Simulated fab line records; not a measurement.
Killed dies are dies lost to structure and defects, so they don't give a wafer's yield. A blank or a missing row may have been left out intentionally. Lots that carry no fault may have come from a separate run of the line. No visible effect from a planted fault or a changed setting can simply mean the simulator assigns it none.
fab line records	flow n5Finfet
record: lots: 8	wafers: 24	lastDay: 15
route steps=1938 shown SD_EPI_N@273 SD_EPI_P@303 SD_ACTIVATION@334 BEOL_M4@1111 PASSIVATION@1936
lots that met no fault: taken from a fault-free run of the same line
startH: hours from the record's first day to the start of the lot's first wafer shown	waitH: hours elapsed since this lot's preceding step	" unchanged from the row above	L1.1+2: a single row standing in for several wafers	- value missing, or start not given	* or withheld: withheld	< > ~ a bound
route shown NAME@n: NAME is a module with steps in the file, n the number in the route of the first one	usual: mean and standard deviation over wafers with no fault	same: alike in all rows	chamber/n: place in a boat	sites: each site's reading	_std_site: their standard deviation	_edge_site: inner sites' mean taken away from outer sites' mean	radiusMm: how far each site lies from the wafer's centre	mask NAME#n: copy n	behind: the tool/chamber that last shaped the wafer	hold: the reason the lot was held/the length of the hold in hours/how it ended	device: the transistor (n, p or np) that didn't switch	end of line: at the end of the route, the tests of the same wafers	step lacking rows: just its recipe	killed: not the wafer's yield, but the dies lost to structure and defects at the first sort	map: the dies of a wafer, with x for killed, . for not killed, _ for no die there
set.NAME: the setting as run; set.NAME@STEP: as run at that earlier step	model.NAME: the simulator's own value behind a step, which no gauge read
one table for each step of the route and one row for each wafer, over a sample of lots
services: a tool's chamber out of use, with start hour (startH, from the record's first day; less than 0 if before it), hours out, and reason
== steps ==
step: N5_SD_EPI_N_DESCUM_14
recipe: chemistry: O2	timeS: 7.9	sourcePowerW: 50	biasPowerW: 20	pressureMtorr: 20	rfFrequencyHz: 2.712e+07	tempC: 40	resist: CAR-ArF-block	o2FlowSccm: 225
usual: chamberPressureMTorr: 19.999/0.018	drypumpMotorCurrentA: 5.7/0.39	oesProductAu: 0.74/0.049	rfVppV: 243.1/1.5	showerheadPlenumPTorr: 2.08/0.085	throttleValvePct: 20.49/0.14
lot.wafer	tool	chamber	startH	waitH	chamberPressureMTorr	drypumpMotorCurrentA	oesProductAu	rfHoursCounterH	rfVppV	showerheadPlenumPTorr	throttleValvePct
L906.1	rieDiel-05	1	58.84	0.1	19.986	6.6	0.69	223	243.7	2.00	20.83
L906.4	"	0	"	"	20.000	5.3	0.78	111	241.1	1.92	20.48
L906.5	"	3	"	"	19.993	5.1	0.75	-	242.2	2.08	20.35
L907.2	rieDiel-05	0	62.34	0.0	19.976	5.3	0.79	112	239.8	1.92	20.50
L907.3	"	1	"	"	20.012	6.6	0.70	225	241.2	2.00	20.83
L907.6	"	3	"	"	20.002	5.1	0.75	-	242.8	2.08	20.35
L911.2	rieDiel-01	3	88.25	0.0	20.003	5.3	0.74	185	242.3	2.08	20.32
L911.3	"	0	"	"	19.971	5.4	0.84	48	243.8	2.14	20.25
L911.4	"	1	"	"	20.006	6.1	0.75	161	243.5	2.07	20.42
L913.2	rieDiel-01	2	98.84	0.2	19.959	6.4	0.70	203	245.2	2.15	20.31
L913.3	"	1	"	"	19.986	6.1	0.74	164	243.5	2.06	20.44
L913.6	"	0	"	"	19.993	5.5	0.83	-	243.1	2.13	20.24
L914.3	rieDiel-05	1	103.37	0.2	19.961	6.6	0.70	238	241.3	1.99	20.85
L914.4	"	0	"	"	20.013	5.3	0.78	126	241.5	1.91	20.52
L914.5	"	1	"	"	20.010	6.6	0.70	-	241.3	1.99	20.86
L918.2	rieDiel-06	1	127.06	0.0	20.027	5.8	0.73	218	242.4	2.06	20.62
L918.4	"	3	"	"	20.000	5.7	0.80	112	243.9	2.20	20.50
L918.6	"	2	"	"	20.010	5.6	0.71	-	242.4	2.00	20.52
L920.2	rieDiel-05	0	142.80	0.0	19.997	5.3	0.76	140	239.8	1.91	20.55
L920.4	"	0	"	"	19.971	5.3	0.76	-	241.1	1.91	20.55
L920.6	"	3	"	"	19.985	5.1	0.73	-	243.8	2.07	20.38
L922.4	rieDiel-01	1	153.91	0.1	20.025	6.1	0.71	184	242.5	2.06	20.46
L922.5	"	1	"	"	20.020	6.1	0.71	-	243.4	2.06	20.46
L922.6	"	2	"	"	20.001	6.4	0.68	-	244.3	2.14	20.33
step: N5_SD_EPI_N_PRECLEAN_48
recipe: chemistry: NF3:NH3	afsCycles: 2	tempC: 30	timeS: 20	sublimationTempC: 180	sublimationTimeS: 60	pressureTorr: 3	rfPowerW: 30
usual: susceptorTempC: 29.99/0.097
lot.wafer	tool	chamber	startH	waitH	susceptorTempC
L906.1	epiRpcvd-02	0	59.98	0.0	30.04
L906.4	"	0	"	"	29.94
L906.5	"	0	"	"	29.86
L907.2	epiRpcvd-04	0	63.56	0.1	30.10
L907.3	"	0	"	"	30.08
L907.6	"	0	"	"	29.92
L911.2	epiRpcvd-02	0	89.46	0.1	29.92
L911.3	"	0	"	"	29.91
L911.4	"	0	"	"	29.85
L913.2	epiRpcvd-01	0	100.08	0.1	30.03
L913.3	"	0	"	"	29.79
L913.6	"	0	"	"	29.89
L914.3	epiRpcvd-04	0	104.62	0.2	30.11
L914.4	"	0	"	"	29.95
L914.5	"	0	"	"	30.18
L918.2	epiRpcvd-01	0	128.25	0.1	30.17
L918.4	"	0	"	"	30.03
L918.6	"	0	"	"	30.11
L920.2	epiRpcvd-01	0	144.00	0.1	29.81
L920.4	"	0	"	"	29.98
L920.6	"	0	"	"	30.06
L922.4	epiRpcvd-01	0	155.29	0.3	29.84
L922.5	"	0	"	"	30.09
L922.6	"	0	"	"	29.85
step: N5_SD_EPI_N_EPI_MEAS_23
recipe: mode: xrd
usual: thkNm: 59.1/1.3
lot.wafer	tool	chamber	startH	waitH	thkNm
L906.1	filmMetro-02	-	62.99	1.9	59.8
L906.4	"	-	"	"	58.7
L906.5	"	-	"	"	58.8
L907.2	filmMetro-02	-	66.48	1.5	58.0
L907.3	"	-	"	"	58.1
L907.6	"	-	"	"	59.5
L911.2	filmMetro-01	-	92.40	1.5	59.5
L911.3	"	-	"	"	56.5
L911.4	"	-	"	"	57.5
L913.2	filmMetro-02	-	103.96	2.0	59.6
L913.3	"	-	"	"	58.7
L913.6	"	-	"	"	60.2
L914.3	filmMetro-01	-	106.76	0.9	58.0
L914.4	"	-	"	"	58.8
L914.5	"	-	"	"	60.3
L918.2	filmMetro-02	-	130.45	1.2	60.8
L918.4	"	-	"	"	61.2
L918.6	"	-	"	"	58.2
L920.2	filmMetro-01	-	146.20	1.2	58.9
L920.4	"	-	"	"	59.9
L920.6	"	-	"	"	55.4
L922.4	filmMetro-02	-	158.05	0.8	57.9
L922.5	"	-	"	"	59.2
L922.6	"	-	"	"	59.5
step: N5_SD_EPI_N_INSPECT_26
recipe: inspectInstrument: darkfield	mode: postEpi
usual: rawDefectCount: 205/48
lot.wafer	tool	chamber	startH	waitH	rawDefectCount
L906.1	defectInspect-01	-	63.55	0.1	267
L906.4	"	-	"	"	173
L906.5	"	-	"	"	203
L907.2	defectInspect-01	-	67.09	0.1	129
L907.3	"	-	"	"	138
L907.6	"	-	"	"	122
L911.2	defectInspect-01	-	92.95	0.1	161
L911.3	"	-	"	"	175
L911.4	"	-	"	"	142
L913.2	defectInspect-02	-	104.51	0.1	163
L913.3	"	-	"	"	198
L913.6	"	-	"	"	205
L914.3	defectInspect-01	-	107.55	0.1	128
L914.4	"	-	"	"	198
L914.5	"	-	"	"	177
L918.2	defectInspect-02	-	131.00	0.1	183
L918.4	"	-	"	"	169
L918.6	"	-	"	"	246
L920.2	defectInspect-01	-	146.96	0.1	546
L920.4	"	-	"	"	542
L920.6	"	-	"	"	588
L922.4	defectInspect-01	-	158.60	0.1	490
L922.5	"	-	"	"	525
L922.6	"	-	"	"	540
step: N5_SD_EPI_P_CD_MEAS_09
recipe: targetCdNm: 240	landingEnergyEv: 500	detector: seInlens
usual: cdNm: 240.3/0.85
lot.wafer	tool	chamber	startH	waitH	cdNm
L906.1	cdSem-03	0	63.82	-	239.1
L906.4	"	0	"	"	240.9
L906.5	"	0	"	"	240.4
L907.2	cdSem-02	0	67.36	-	241.2
L907.3	"	0	"	"	240.5
L907.6	"	0	"	"	239.7
L911.2	cdSem-03	0	93.35	-	238.9
L911.3	"	0	"	"	238.7
L911.4	"	0	"	"	239.4
L913.2	cdSem-02	0	104.78	-	240.9
L913.3	"	0	"	"	240.2
L913.6	"	0	"	"	240.9
L914.3	cdSem-02	0	107.82	-	240.1
L914.4	"	0	"	"	241.7
L914.5	"	0	"	"	240.3
L918.2	cdSem-02	0	131.40	-	242.0
L918.4	"	0	"	"	240.9
L918.6	"	0	"	"	241.7
L920.2	cdSem-02	0	147.37	-	239.9
L920.4	"	0	"	"	240.1
L920.6	"	0	"	"	240.0
L922.4	cdSem-03	0	159.00	-	240.3
L922.5	"	0	"	"	239.9
L922.6	"	0	"	"	240.6
step: N5_SD_EPI_P_INSPECT_11
recipe: mode: adi	inspectInstrument: macro
usual: rawDefectCount: 2.0/1.5
lot.wafer	tool	chamber	startH	waitH	rawDefectCount
L906.1	defectInspect-01	-	63.87	0.0	3
L906.4	"	-	"	"	1
L906.5	"	-	"	"	2
L907.2	defectInspect-01	-	67.41	0.0	1
L907.3	"	-	"	"	2
L907.6	"	-	"	"	2
L911.2	defectInspect-02	-	93.40	0.0	0
L911.3	"	-	"	"	2
L911.4	"	-	"	"	2
L913.2	defectInspect-01	-	104.85	0.0	0
L913.3	"	-	"	"	1
L913.6	"	-	"	"	1
L914.3	defectInspect-02	-	107.87	0.0	1
L914.4	"	-	"	"	2
L914.5	"	-	"	"	2
L918.2	defectInspect-01	-	131.45	0.0	1
L918.4	"	-	"	"	2
L918.6	"	-	"	"	0
L920.2	defectInspect-02	-	147.42	0.0	>300
L920.4	"	-	"	"	>300
L920.6	"	-	"	"	>300
L922.4	defectInspect-01	-	159.05	0.0	>300
L922.5	"	-	"	"	>300
L922.6	"	-	"	"	>300
step: N5_SD_EPI_P_INSPECT_26
recipe: inspectInstrument: darkfield	mode: postEpi
usual: rawDefectCount: 177/45
lot.wafer	tool	chamber	startH	waitH	rawDefectCount
L906.1	defectInspect-02	-	69.58	0.0	295
L906.4	"	-	"	"	141
L906.5	"	-	"	"	213
L907.2	defectInspect-01	-	72.01	0.0	105
L907.3	"	-	"	"	131
L907.6	"	-	"	"	86
L911.2	defectInspect-01	-	98.01	0.0	149
L911.3	"	-	"	"	143
L911.4	"	-	"	"	148
L913.2	defectInspect-01	-	109.48	0.0	119
L913.3	"	-	"	"	194
L913.6	"	-	"	"	141
L914.3	defectInspect-02	-	112.60	0.0	170
L914.4	"	-	"	"	191
L914.5	"	-	"	"	253
L918.2	defectInspect-01	-	135.21	0.0	134
L918.4	"	-	"	"	130
L918.6	"	-	"	"	182
L920.2	defectInspect-01	-	151.17	0.0	521
L920.4	"	-	"	"	495
L920.6	"	-	"	"	562
L922.4	defectInspect-01	-	163.81	0.0	465
L922.5	"	-	"	"	528
L922.6	"	-	"	"	534
step: N5_SD_ACTIVATION_INSPECT_02
recipe: inspectInstrument: darkfield	mode: postAnneal
usual: rawDefectCount: 176/44
lot.wafer	tool	chamber	startH	waitH	rawDefectCount
L906.1	defectInspect-02	-	70.34	0.2	303
L906.4	"	-	"	"	125
L906.5	"	-	"	"	208
L907.2	defectInspect-01	-	72.77	0.2	112
L907.3	"	-	"	"	127
L907.6	"	-	"	"	95
L911.2	defectInspect-01	-	98.89	0.1	148
L911.3	"	-	"	"	143
L911.4	"	-	"	"	150
L913.2	defectInspect-02	-	110.23	0.1	164
L913.3	"	-	"	"	223
L913.6	"	-	"	"	162
L914.3	defectInspect-02	-	113.55	0.1	166
L914.4	"	-	"	"	190
L914.5	"	-	"	"	263
L918.2	defectInspect-01	-	135.97	0.2	125
L918.4	"	-	"	"	131
L918.6	"	-	"	"	180
L920.2	defectInspect-02	-	151.93	0.1	563
L920.4	"	-	"	"	527
L920.6	"	-	"	"	599
L922.4	defectInspect-01	-	164.56	0.1	463
L922.5	"	-	"	"	530
L922.6	"	-	"	"	520
step: N5_BEOL_M4_RC_MEAS_101
usual: DIBL_N: 35.9/1.4	DIBL_P: 35.9/1.7	IOFF_N: 0.160/0.026	IOFF_P: 0.21/0.036	ION_N: 672/11	ION_P: 461/8.1	SS_N: 71.4/0.54	SS_P: 73.2/0.67	VT_N: 249.3/2.7	VT_P: -250/3.9
lot.wafer	tool	chamber	startH	waitH	DIBL_N[mV/V]	DIBL_P[mV/V]	IOFF_N[nA/um]	IOFF_P[nA/um]	ION_N[uA/um]	ION_P[uA/um]	SS_N[mV/dec]	SS_P[mV/dec]	VT_N[mV]	VT_P[mV]
L906.1	prober-01	0	172.90	0.0	34.3	33.6	0.129	0.19	660	462	71.6	72.8	250.5	-248
L906.4	"	0	"	"	38.8	39.7	0.233	0.29	687	468	72.8	74.8	243.2	-244
L906.5	"	0	"	"	36.5	35.2	0.155	0.22	672	457	72.1	73.3	251.0	-247
L907.2	prober-01	0	192.44	0.2	34.8	34.6	0.127	0.20	660	460	71.4	71.7	253.8	-248
L907.3	"	0	"	"	36.4	37.3	0.172	0.26	683	474	71.5	73.3	250.2	-246
L907.6	"	0	"	"	32.5	32.9	0.114	0.19	669	470	70.7	72.3	250.5	-247
L911.2	prober-01	0	197.59	0.2	35.8	37.4	0.168	0.24	689	473	71.4	73.3	248.0	-249
L911.3	"	0	"	"	37.2	38.3	0.183	0.24	681	463	71.7	73.6	246.9	-247
L911.4	"	0	"	"	35.4	36.6	0.158	0.21	666	459	70.7	73.8	249.3	-252
L914.3	prober-02	0	221.33	0.3	35.6	34.3	0.140	0.19	666	456	71.3	72.4	253.3	-252
L914.4	"	0	"	"	35.7	35.1	0.142	0.19	663	457	70.9	72.9	251.2	-250
L914.5	"	0	"	"	36.2	34.6	0.146	0.19	670	462	71.1	72.4	250.4	-250
L913.2	prober-02	0	222.69	0.2	36.4	37.4	0.167	0.19	688	457	70.5	74.0	249.1	-254
L913.3	"	0	"	"	34.8	35.2	0.132	0.16	673	456	71.3	73.0	249.8	-256
L913.6	"	0	"	"	36.5	36.9	0.172	0.20	679	463	70.6	73.3	248.2	-251
L918.2	prober-01	0	250.47	0.2	37.2	37.7	0.182	0.26	679	476	71.4	73.8	245.9	-247
L918.4	"	0	"	"	33.9	32.7	0.125	0.18	672	458	71.0	72.8	253.8	-249
L918.6	"	0	"	"	36.1	35.5	0.163	0.21	674	461	71.4	73.1	249.0	-250
L920.2	prober-02	0	255.08	0.2	34.8	35.3	0.136	0.16	656	454	71.0	73.2	249.6	-255
L920.4	"	0	"	"	34.5	34.6	0.142	0.16	669	453	70.9	73.3	250.4	-254
L920.6	"	0	"	"	34.4	35.7	0.152	0.17	681	458	71.0	72.9	247.1	-254
L922.4	prober-02	0	261.40	0.5	37.7	38.0	0.194	0.29	690	478	71.5	73.4	245.4	-244
L922.5	"	0	"	"	38.6	38.5	0.223	0.30	675	467	71.7	74.1	243.9	-244
L922.6	"	0	"	"	36.4	36.7	0.178	0.26	681	474	71.2	72.9	244.9	-244
step: N5_PASSIVATION_PROBE_49
usual: defectLimitedYield: 90.9/1.5	killed_at_M0_to_M3: 35/10	killed_at_M4_up: 14/5.2	killedAtContacts: 13/7.3	killedAtFrontEnd: 42/12	killedAtOther: 3.4/2.5	killedDies: 108/18	killedOpen: 70/13	killedShort: 35/8	sort_bin_4_leakage: 0.00/0.007	sort_bin_5_function: 5.4/1	sort_bin_6_memory: 3.4/0.71	sort_bin_8_speed: 0.00/0.0099	sortNPass: 1072/18	sortYieldPct: 90.9/1.5
same: grossDies: 1180	killedAtBackSide: 0
lot.wafer	tool	chamber	startH	waitH	defectLimitedYield[%]	killed_at_M0_to_M3	killed_at_M4_up	killedAtContacts	killedAtFrontEnd	killedAtOther	killedDies	killedOpen	killedShort	sort_bin_4_leakage[%]	sort_bin_5_function[%]	sort_bin_6_memory[%]	sort_bin_8_speed[%]	sortNPass	sortYieldPct[%]
L907.2	prober-01	-	294.16	0.1	92.0	38	13	6	28	9	94	58	28	0	4.9	2.5	0	1086	92.0
L907.3	prober-01	-	294.21	0.1	92.2	38	13	18	22	1	92	60	28	0	4.5	3.1	0	1088	92.2
L907.6	prober-01	-	294.36	0.3	92.5	32	11	19	25	2	89	58	29	0	4.1	2.9	0	1091	92.5
L911.2	prober-01	-	299.93	0.1	92.5	46	9	9	21	3	88	45	41	0	4.4	2.5	0	1092	92.5
L911.3	prober-01	-	299.98	0.1	91.3	49	14	10	29	1	103	65	38	0	4.7	3.6	0	1077	91.3
L911.4	prober-01	-	300.03	0.2	92.6	48	13	4	20	2	87	54	32	0	4.3	2.8	0	1093	92.6
L913.2	prober-02	-	325.42	0.1	91.4	42	11	16	31	2	102	57	44	0	4.9	3.5	0	1078	91.4
L913.3	prober-02	-	325.47	0.1	87.8	58	22	26	34	4	144	93	47	0	7.9	4.2	0	1036	87.8
L913.6	prober-02	-	325.62	0.3	90.3	42	8	11	46	8	115	66	49	0	6.1	3.2	0	1065	90.3
L920.2	prober-02	-	361.47	0.1	84.7	31	10	8	130	1	180	60	18	0	9.7	4.1	0	1000	84.7
L920.4	prober-02	-	361.57	0.2	80.8	40	12	9	159	6	226	93	38	0	12.6	5.0	0	954	80.8
L920.6	prober-02	-	361.67	0.3	83.0	29	16	18	135	3	201	71	31	0	10.6	4.2	0	979	83.0
L918.2	prober-01	-	366.40	0.1	92.5	17	16	13	36	6	88	54	33	0	4.4	2.5	0	1092	92.5
L918.4	prober-01	-	366.50	0.2	90.8	14	8	30	53	4	109	69	38	0	5.2	3.8	0	1071	90.8
L918.6	prober-01	-	366.60	0.3	93.7	13	7	9	37	8	74	50	22	0	3.4	2.6	0.08	1106	93.7
L922.4	prober-02	-	367.17	0.2	82.9	31	10	17	144	0	202	61	35	0	11.1	4.3	0	978	82.9
L922.5	prober-02	-	367.22	0.2	82.0	53	16	3	140	0	212	58	43	0	12.4	4.0	0	968	82.0
L922.6	prober-02	-	367.27	0.3	83.6	32	17	7	133	4	193	69	25	0	10.4	3.9	0	987	83.6
killed by level:class
L907.2 BEOL_M0_SAQP:geometricParticle:open=9 STI_FIN_REVEAL:geometricParticle:open=7 BEOL_M3:geometricParticle:open=6 PASS1_CAP:geometricParticle:short=6 FIN_SAQP:geometricParticle:open=5 MOL_CONTACT_COAG:geometricParticle:open=5 BEOL_M0:geometricParticle:open=5 BEOL_M1:geometricParticle:open=4
L907.3 MOL_CONTACT_COAG:geometricParticle:open=13 BEOL_M1:geometricParticle:open=9 FIN_SAQP:geometricParticle:open=6 BEOL_M1:geometricParticle:short=5 BEOL_M3:geometricParticle:open=5 MOL_CONTACT_COAG:geometricParticle:short=4 BEOL_M0_SAQP:geometricParticle:short=4 BEOL_M0:geometricParticle:open=4
L907.6 MOL_CONTACT_COAG:geometricParticle:open=17 BEOL_M3:geometricParticle:open=11 FIN_SAQP:geometricParticle:open=9 BEOL_M1:geometricParticle:open=5 BEOL_M0_SAQP:geometricParticle:short=4 BEOL_M1:geometricParticle:short=4 BEOL_M4:geometricParticle:open=4 FIN_SAQP:geometricParticle:short=3
L911.2 BEOL_M0_SAQP:geometricParticle:short=16 BEOL_M0_SAQP:geometricParticle:open=11 FIN_SAQP:geometricParticle:short=6 MOL_CONTACT_COAG:geometricParticle:open=6 BEOL_M3:geometricParticle:open=6 FIN_SAQP:geometricParticle:open=3 STI_FIN_REVEAL:geometricParticle:open=3 BEOL_M4:geometricParticle:open=3
L911.3 BEOL_M0_SAQP:geometricParticle:open=15 BEOL_M0_SAQP:geometricParticle:short=12 BEOL_M2:geometricParticle:open=11 BEOL_M5:geometricParticle:open=7 STI_FIN_REVEAL:geometricParticle:open=6 MOL_CONTACT_COAG:geometricParticle:short=5 MOL_CONTACT_COAG:geometricParticle:open=5 FIN_SAQP:geometricParticle:short=4
L911.4 BEOL_M0_SAQP:geometricParticle:short=13 BEOL_M0_SAQP:geometricParticle:open=10 BEOL_M4:geometricParticle:open=7 BEOL_M1:geometricParticle:open=6 BEOL_M3:geometricParticle:open=6 STARTING-WAFER:geometricParticle:open=6 BEOL_M3:geometricParticle:short=5 DUMMY_GATE:geometricParticle:open=4
L913.2 FIN_SAQP:geometricParticle:short=17 MOL_CONTACT_COAG:geometricParticle:open=12 BEOL_M0_SAQP:geometricParticle:open=12 BEOL_M0_SAQP:geometricParticle:short=9 FIN_SAQP:geometricParticle:open=7 BEOL_M1:geometricParticle:open=6 BEOL_M4:geometricParticle:open=6 BEOL_M2:geometricParticle:open=5
L913.3 MOL_CONTACT_COAG:geometricParticle:open=19 FIN_SAQP:geometricParticle:short=13 BEOL_M1:geometricParticle:open=13 BEOL_M4:geometricParticle:open=10 BEOL_M0_SAQP:geometricParticle:short=9 BEOL_M0_SAQP:geometricParticle:open=8 BEOL_M3:geometricParticle:open=8 MOL_CONTACT_COAG:geometricParticle:short=7
L913.6 FIN_SAQP:geometricParticle:short=14 FIN_SAQP:geometricParticle:open=11 BEOL_M0_SAQP:geometricParticle:short=11 BEOL_M3:geometricParticle:open=10 MOL_CONTACT_COAG:geometricParticle:open=8 BEOL_M0_SAQP:geometricParticle:open=6 BEOL_M1:geometricParticle:open=5 BEOL_M5:geometricParticle:open=4
L920.2 SD_EPI_N:unspecified=102 BEOL_M2:geometricParticle:open=15 STI_FIN_REVEAL:geometricParticle:open=6 MOL_CONTACT_COAG:geometricParticle:open=6 FIN_SAQP:geometricParticle:open=5 FIN_SAQP:geometricParticle:short=5 BEOL_M3:geometricParticle:open=5 STARTING-WAFER:geometricParticle:open=4
L920.4 SD_EPI_N:unspecified=95 FIN_SAQP:geometricParticle:open=14 BEOL_M0_SAQP:geometricParticle:open=13 BEOL_M0_SAQP:geometricParticle:short=13 STI_FIN_REVEAL:geometricParticle:open=11 FIN_SAQP:geometricParticle:short=10 DUMMY_GATE:geometricParticle:open=10 MOL_CONTACT_COAG:geometricParticle:open=8
L920.6 SD_EPI_N:unspecified=98 MOL_CONTACT_COAG:geometricParticle:open=13 STI_FIN_REVEAL:geometricParticle:open=11 BEOL_M0_SAQP:geometricParticle:open=10 FIN_SAQP:geometricParticle:open=9 BEOL_M4:geometricParticle:open=8 BEOL_M0_SAQP:geometricParticle:short=6 FIN_SAQP:geometricParticle:short=5
L918.2 FIN_SAQP:geometricParticle:short=9 FIN_SAQP:geometricParticle:open=8 STI_FIN_REVEAL:geometricParticle:open=8 MOL_CONTACT_COAG:geometricParticle:short=7 BEOL_M4:geometricParticle:open=7 MOL_CONTACT_COAG:geometricParticle:open=6 BEOL_M0_SAQP:geometricParticle:short=5 BEOL_M3:geometricParticle:open=5
L918.4 MOL_CONTACT_COAG:geometricParticle:open=27 FIN_SAQP:geometricParticle:short=12 STI_FIN_REVEAL:geometricParticle:open=11 FIN_SAQP:geometricParticle:open=9 BEOL_M0_SAQP:geometricParticle:short=5 STI_FIN_REVEAL:geometricParticle:short=4 STARTING-WAFER:geometricParticle:open=4 MOL_CONTACT_COAG:geometricParticle:short=3
L918.6 STI_FIN_REVEAL:geometricParticle:open=17 DUMMY_GATE:geometricParticle:open=8 MOL_CONTACT_COAG:geometricParticle:open=7 BEOL_M0_SAQP:geometricParticle:open=3 BEOL_M0:geometricParticle:short=3 BEOL_M1:geometricParticle:open=3 MIM_TOP:geometricParticle:short=3 STARTING-WAFER:geometricParticle:open=3
L922.4 SD_EPI_N:unspecified=104 FIN_SAQP:geometricParticle:open=14 MOL_CONTACT_COAG:geometricParticle:open=13 BEOL_M0_SAQP:geometricParticle:short=8 BEOL_M0_SAQP:geometricParticle:open=8 FIN_SAQP:geometricParticle:short=5 BEOL_M2:geometricParticle:short=5 BEOL_M4:geometricParticle:open=5
L922.5 SD_EPI_N:unspecified=108 BEOL_M0_SAQP:geometricParticle:open=14 BEOL_M0_SAQP:geometricParticle:short=11 BEOL_M2:geometricParticle:open=8 FIN_SAQP:geometricParticle:short=7 DUMMY_GATE:geometricParticle:open=6 BEOL_M0:geometricParticle:open=6 DUMMY_GATE:geometricParticle:short=5
L922.6 SD_EPI_N:unspecified=98 FIN_SAQP:geometricParticle:open=14 BEOL_M2:geometricParticle:open=9 BEOL_M4:geometricParticle:open=7 BEOL_M0:geometricParticle:open=6 MOL_CONTACT_COAG:geometricParticle:open=5 BEOL_M0_SAQP:geometricParticle:short=5 STARTING-WAFER:geometricParticle:open=5
== services ==
tool	chamber	startH	hours	kind
rieDiel-05	1	35.97	1.5	repair
rieDiel-01	-	38.30	0.8	repair
rieDiel-01	-	39.22	13.9	repair
rieDiel-06	2	130.51	8.3	repair
rieDiel-05	1	139.24	-	clean
rieDiel-05	1	139.24	-	consumableReplace:focusRing
rieDiel-05	1	139.24	-	consumableReplace:showerhead
rieDiel-05	1	139.24	12.1	scheduledDown
rieDiel-05	1	139.24	12.1	ventCycle
epiRpcvd-02	-	153.44	0.8	pm
== key ==
firstSign: step: N5_SD_EPI_N_INSPECT_26	reading: rawDefectCount	direction: up	sigmas: 6.9	usual: 205	struck: 538
effect: step: N5_SD_EPI_P_INSPECT_11	reading: rawDefectCount	direction: up	sigmas: 99+	usual: 2.0	struck: >300
effect: step: N5_SD_EPI_P_INSPECT_26	reading: rawDefectCount	direction: up	sigmas: 7.6	usual: 177	struck: 518
effect: step: N5_SD_ACTIVATION_INSPECT_02	reading: rawDefectCount	direction: up	sigmas: 8.2	usual: 176	struck: 534
effect: step: N5_PASSIVATION_PROBE_49	reading: killedAtFrontEnd	direction: up	sigmas: 8.4	usual: 42	struck: 140
moreKillsBornAt: N5_SD_EPI_N_PRECLEAN_48@epiRpcvd-01: 605
metAt N5_SD_EPI_N_PRECLEAN_48
struckLots L920,L922
notActingAt N5_SD_EPI_N_DESCUM_14,N5_SD_EPI_N_EPI_MEAS_23,N5_SD_EPI_P_CD_MEAS_09
onsetBetween 128.25 144.00
alsoFits time
fault: kind: chamberParticleSource	tool: epiRpcvd-01	chamber: -	onsetH: 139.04	steps: N5_SD_EPI_N_PRECLEAN_48	ratePerVisitCm2: 0.52009	endH: 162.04
